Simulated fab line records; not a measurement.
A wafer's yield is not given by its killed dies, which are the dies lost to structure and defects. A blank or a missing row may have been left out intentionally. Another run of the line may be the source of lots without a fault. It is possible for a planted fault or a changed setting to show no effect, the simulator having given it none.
Which tool is to blame? | flow n5Finfet | 24 lots with 72 wafers sampled at 4 steps, on a route of 1938 steps

## WHAT THE GAUGES READ, wafer by wafer
N5_BEOL_M0_CUTY_OVL_MEAS_58.
lot  | measured     | on         | M0_ABLK_OVL (nm)
L074 | day 5 17:07  | overlay-01 | 1.4 -0.4 0.3
L075 | day 6 07:49  | overlay-01 | -0.1 0.0 -0.6
L076 | day 6 09:08  | overlay-02 | -0.8 0.3 -0.6
L077 | day 6 14:24  | overlay-02 | 0.6 -0.8 -0.3
L078 | day 6 17:44  | overlay-02 | 0.8 -0.8 0.1
L079 | day 6 21:37  | overlay-01 | 0.1 -0.4 0.4
L080 | day 7 07:13  | overlay-01 | 0.3 -1.4 -0.7
L081 | day 7 11:03  | overlay-01 | 0.1 0.1 -0.1
L082 | day 7 18:44  | overlay-02 | 0.5 -0.4 -0.3
L083 | day 7 23:49  | overlay-01 | -0.1 -0.7 0.0
L084 | day 8 07:11  | overlay-01 | -1.4 -0.3 -0.3
L085 | day 8 16:47  | overlay-01 | 0.2 -0.4 0.2
L086 | day 8 20:42  | overlay-02 | 2.0 0.7 1.1
L087 | day 8 23:37  | overlay-02 | 0.3 0.4 0.5
L088 | day 9 06:29  | overlay-01 | 0.4 1.2 0.4
L089 | day 9 15:17  | overlay-02 | 0.3 1.1 -0.3
L090 | day 9 19:59  | overlay-01 | -1.0 0.1 -0.5
L091 | day 9 22:16  | overlay-02 | -1.0 0.3 -0.1
L092 | day 10 03:20 | overlay-01 | 0.5 0.6 1.3
L093 | day 10 10:50 | overlay-01 | 0.5 0.8 0.1
L094 | day 11 00:49 | overlay-02 | 0.7 -0.2 0.0
L095 | day 11 01:40 | overlay-02 | 1.2 0.8 0.9
L097 | day 11 13:41 | overlay-02 | -0.5 0.0 0.0
L096 | day 11 14:21 | overlay-01 | 0.1 1.9 1.5

## TOOL THAT RAN EACH LOT (tool first, then ch and the chambers of the sampled wafers, then the start)
lot  | N5_BEOL_M0_SAQP_CUT_ETCH_46       | N5_BEOL_M0_SAQP_ALD_48           | N5_BEOL_M0_SAQP_ETCH_49
L074 | rieDiel-06 ch 2,3, day 5 15:59    | aldSin-03 ch 0,2,3, day 5 16:11  | rieDiel-05 ch 1,2,3, day 5 16:43
L075 | rieDiel-05 ch 0,2, day 6 06:35    | aldSin-01 ch 2,3, day 6 06:53    | rieDiel-05 ch 0,1, day 6 07:25
L076 | rieDiel-02 ch 0,1,3, day 6 07:49  | aldSin-01 ch 0,1,2, day 6 08:01  | rieDiel-06 ch 1,2,3, day 6 08:37
L077 | rieDiel-05 ch 1,2,3, day 6 12:36  | aldSin-01 ch 0,1,2, day 6 13:29  | rieDiel-02 ch 1,2, day 6 14:00
L078 | rieDiel-05 ch 0,3, day 6 15:32    | aldSin-01 ch 2,3, day 6 15:44    | rieDiel-02 ch 0,1,2, day 6 16:16
L079 | rieDiel-05 ch 1,2,3, day 6 20:26  | aldSin-01 ch 0,1,3, day 6 20:38  | rieDiel-02 ch 0,2, day 6 21:13
L080 | rieDiel-02 ch 0,1,3, day 7 05:49  | aldSin-02 ch 0,2,3, day 7 06:10  | rieDiel-06 ch 1,2,3, day 7 06:49
L081 | rieDiel-06 ch 1,2, day 7 09:48    | aldSin-03 ch 2,3, day 7 10:00    | rieDiel-05 ch 0,2, day 7 10:32
L082 | rieDiel-05 ch 0,3, day 7 17:15    | aldSin-01 ch 0,1,3, day 7 17:41  | rieDiel-02 ch 0,3, day 7 18:13
L083 | rieDiel-06 ch 0,2, day 7 22:34    | aldSin-02 ch 0,3, day 7 22:46    | rieDiel-02 ch 0,1,3, day 7 23:18
L084 | rieDiel-02 ch 0,1,2, day 8 05:55  | aldSin-03 ch 0,1, day 8 06:15    | rieDiel-05 ch 0,1, day 8 06:47
L085 | rieDiel-05 ch 0,1,2, day 8 14:23  | aldSin-03 ch 1,3, day 8 15:44    | rieDiel-05 ch 2,3, day 8 16:16
L086 | rieDiel-05 ch 0,1,2, day 8 18:53  | aldSin-03 ch 1,2, day 8 19:21    | rieDiel-02 ch 0,3, day 8 20:11
L087 | rieDiel-06 ch 1,3, day 8 21:58    | aldSin-01 ch 0,1,2, day 8 22:30  | rieDiel-06 ch 0,1,3, day 8 23:05
L088 | rieDiel-02 ch 0,1,3, day 9 05:14  | aldSin-01 ch 2,3, day 9 05:26    | rieDiel-06 ch 1,2, day 9 05:58
L089 | rieDiel-02 ch 1,2, day 9 13:53    | aldSin-03 ch 1,2, day 9 14:05    | rieDiel-06 ch 0,1, day 9 14:45
L090 | rieDiel-02 ch 1,2, day 9 18:28    | aldSin-02 ch 0,2,3, day 9 18:52  | rieDiel-05 ch 0,1,3, day 9 19:31
L091 | rieDiel-02 ch 2,3, day 9 21:01    | aldSin-03 ch 0,2, day 9 21:13    | rieDiel-06 ch 1,2,3, day 9 21:44
L092 | rieDiel-02 ch 1,3, day 10 02:00   | aldSin-03 ch 0,2,3, day 10 02:12 | rieDiel-02 ch 0,2,3, day 10 02:49
L093 | rieDiel-05 ch 1,2,3, day 10 09:43 | aldSin-03 ch 0,3, day 10 09:55   | rieDiel-02 ch 2,3, day 10 10:26
L094 | rieDiel-06 ch 0,3, day 10 23:34   | aldSin-01 ch 0,1,3, day 10 23:46 | rieDiel-02 ch 0,1, day 11 00:17
L095 | rieDiel-06 ch 0,2, day 11 00:17   | aldSin-01 ch 0,2,3, day 11 00:45 | rieDiel-02 ch 0,1, day 11 01:17
L097 | rieDiel-02 ch 1,2,3, day 11 12:22 | aldSin-01 ch 0,1,3, day 11 12:37 | rieDiel-02 ch 0,2,3, day 11 13:09
L096 | rieDiel-06 ch 2,3, day 11 12:53   | aldSin-01 ch 0,1,3, day 11 13:07 | rieDiel-06 ch 0,2,3, day 11 13:50
- N5_BEOL_M0_SAQP_CUT_ETCH_46: etches SOC in N2/H2, target depth 135 nm, overetch 27 nm, time 202.5 s.
- N5_BEOL_M0_SAQP_ALD_48: deposits SiO2, target thk 20 nm, pulse time 1 s, co reactant pulse time 1 s.
- N5_BEOL_M0_SAQP_ETCH_49: etches SiO2 in CF4/O2, target depth 37 nm.

## WHAT THE TOOLS THEMSELVES READ (means of the sampled wafers that have a number; where no wafer has one, the mark that the record gives instead)
N5_BEOL_M0_SAQP_CUT_ETCH_46.
lot  | tool       | drypumpMotorCurrentA (A) | rfVppV (V) | showerheadPlenumPTorr (Torr) | throttleValvePct (%)
L074 | rieDiel-06 | 5.7                      | 521.8      | 2.45                         | 17.45
L075 | rieDiel-05 | 5.7                      | 525.9      | 2.63                         | 17.67
L076 | rieDiel-02 | 5.5                      | 524.0      | 2.54                         | 17.67
L077 | rieDiel-05 | 5.4                      | 526.8      | 2.65                         | 17.88
L078 | rieDiel-05 | 5.8                      | 525.4      | 2.60                         | 17.73
L079 | rieDiel-05 | 5.4                      | 526.1      | 2.65                         | 17.86
L080 | rieDiel-02 | 5.5                      | 523.6      | 2.54                         | 17.68
L081 | rieDiel-06 | 4.9                      | 525.2      | 2.56                         | 17.72
L082 | rieDiel-05 | 5.5                      | 524.6      | 2.60                         | 17.81
L083 | rieDiel-06 | 5.5                      | 526.6      | 2.65                         | 17.61
L084 | rieDiel-02 | 5.6                      | 522.3      | 2.48                         | 17.66
L085 | rieDiel-05 | 5.7                      | 526.1      | 2.63                         | 17.83
L086 | rieDiel-05 | 5.7                      | 526.0      | 2.63                         | 17.83
L087 | rieDiel-06 | 5.5                      | 519.1      | 2.38                         | 17.53
L088 | rieDiel-02 | 5.5                      | 523.4      | 2.53                         | 17.70
L089 | rieDiel-02 | 6.0                      | 522.0      | 2.45                         | 17.60
L090 | rieDiel-02 | 6.0                      | 521.5      | 2.45                         | 17.61
L091 | rieDiel-02 | 5.6                      | 525.2      | 2.61                         | 18.00
L092 | rieDiel-02 | 5.7                      | 524.6      | 2.58                         | 17.84
L093 | rieDiel-05 | 5.4                      | 526.3      | 2.63                         | 17.91
L094 | rieDiel-06 | 5.8                      | 521.6      | 2.41                         | 17.46
L095 | rieDiel-06 | 5.5                      | 526.5      | 2.64                         | 17.64
L097 | rieDiel-02 | 5.8                      | 523.5      | 2.52                         | 17.82
L096 | rieDiel-06 | 5.6                      | 524.0      | 2.55                         | 17.61

N5_BEOL_M0_SAQP_ALD_48.
lot  | tool      | heaterPowerW (W) | precursorPulseHeightRel
L074 | aldSin-03 | 77               | 1.016
L075 | aldSin-01 | 77               | 0.978
L076 | aldSin-01 | 80               | 1.011
L077 | aldSin-01 | 80               | 0.987
L078 | aldSin-01 | 75               | 1.005
L079 | aldSin-01 | 78               | 1.012
L080 | aldSin-02 | 70               | 1.008
L081 | aldSin-03 | 78               | 1.007
L082 | aldSin-01 | 78               | 0.997
L083 | aldSin-02 | 68               | 0.981
L084 | aldSin-03 | 74               | 0.998
L085 | aldSin-03 | 79               | 1.015
L086 | aldSin-03 | 74               | 1.008
L087 | aldSin-01 | 80               | 0.988
L088 | aldSin-01 | 77               | 0.993
L089 | aldSin-03 | 75               | 1.006
L090 | aldSin-02 | 69               | 0.991
L091 | aldSin-03 | 73               | 1.012
L092 | aldSin-03 | 78               | 1.005
L093 | aldSin-03 | 82               | 1.000
L094 | aldSin-01 | 79               | 0.995
L095 | aldSin-01 | 81               | 1.000
L097 | aldSin-01 | 79               | 0.989
L096 | aldSin-01 | 79               | 1.009

N5_BEOL_M0_SAQP_ETCH_49.
lot  | tool       | drypumpMotorCurrentA (A) | oesProductAu (a.u.) | rfVppV (V) | showerheadPlenumPTorr (Torr) | throttleValvePct (%)
L074 | rieDiel-05 | 5.4                      | 0.90                | 243        | 2.27                         | 15.63
L075 | rieDiel-05 | 5.9                      | 0.89                | 238        | 2.25                         | 15.71
L076 | rieDiel-06 | 5.3                      | 0.78                | 230        | 2.19                         | 15.74
L077 | rieDiel-02 | 6.0                      | 0.78                | 228        | 2.14                         | 15.67
L078 | rieDiel-02 | 5.7                      | 0.76                | 235        | 2.17                         | 15.76
L079 | rieDiel-02 | 5.6                      | 0.74                | 235        | 2.18                         | 15.84
L080 | rieDiel-06 | 5.3                      | 0.77                | 230        | 2.18                         | 15.77
L081 | rieDiel-05 | 5.7                      | 0.84                | 244        | 2.25                         | 15.64
L082 | rieDiel-02 | 5.3                      | 0.74                | 237        | 2.25                         | 15.80
L083 | rieDiel-02 | 5.5                      | 0.75                | 236        | 2.20                         | 15.75
L084 | rieDiel-05 | 5.9                      | 0.87                | 237        | 2.25                         | 15.75
L085 | rieDiel-05 | 5.2                      | 0.85                | 245        | 2.26                         | 15.60
L086 | rieDiel-02 | 5.3                      | 0.74                | 238        | 2.25                         | 15.82
L087 | rieDiel-06 | 5.4                      | 0.79                | 234        | 2.16                         | 15.73
L088 | rieDiel-06 | 4.9                      | 0.72                | 229        | 2.22                         | 15.94
L089 | rieDiel-06 | 5.3                      | 0.84                | 239        | 2.23                         | 15.75
L090 | rieDiel-05 | 5.7                      | 0.84                | 240        | 2.23                         | 15.72
L091 | rieDiel-06 | 5.3                      | 0.76                | 229        | 2.18                         | 15.78
L092 | rieDiel-02 | 5.5                      | 0.73                | 237        | 2.21                         | 15.87
L093 | rieDiel-02 | 5.8                      | 0.72                | 231        | 2.20                         | 15.87
L094 | rieDiel-02 | 5.7                      | 0.75                | 234        | 2.15                         | 15.73
L095 | rieDiel-02 | 5.3                      | 0.73                | 241        | 2.17                         | 15.82
L097 | rieDiel-02 | 5.5                      | 0.73                | 237        | 2.20                         | 15.88
L096 | rieDiel-06 | 5.7                      | 0.83                | 235        | 2.20                         | 15.66

## THE ANSWER, worked out from the rows above alone
Rule: what is usual is taken from the lots themselves. Put in order of their means at a reading, lots are off if they are a third of the lots or fewer, leave a main group of 4 or more, and stand apart from it by a gap of 3 or more times the standard deviation of the main group's means; of several such gaps the widest counts. A main group is skipped when, at the precision printed for the reading in the tables above, its means are all equal. A lot without any number at a reading at which 4 lots or more have one is off too. Where the step has rows for the other lots, those lots are counted as sound. Order of review: gauges by route order, followed by the tools' own readings, for which a lot's mean as printed above is used. The first step at which some lot is off is used, and at that step the reading that is off furthest; a lot without a number counts as furthest.
No lot is off on any of the readings shown, so nothing can be concluded from this.

## WHAT HAD BEEN PUT IN BY THE SIMULATOR
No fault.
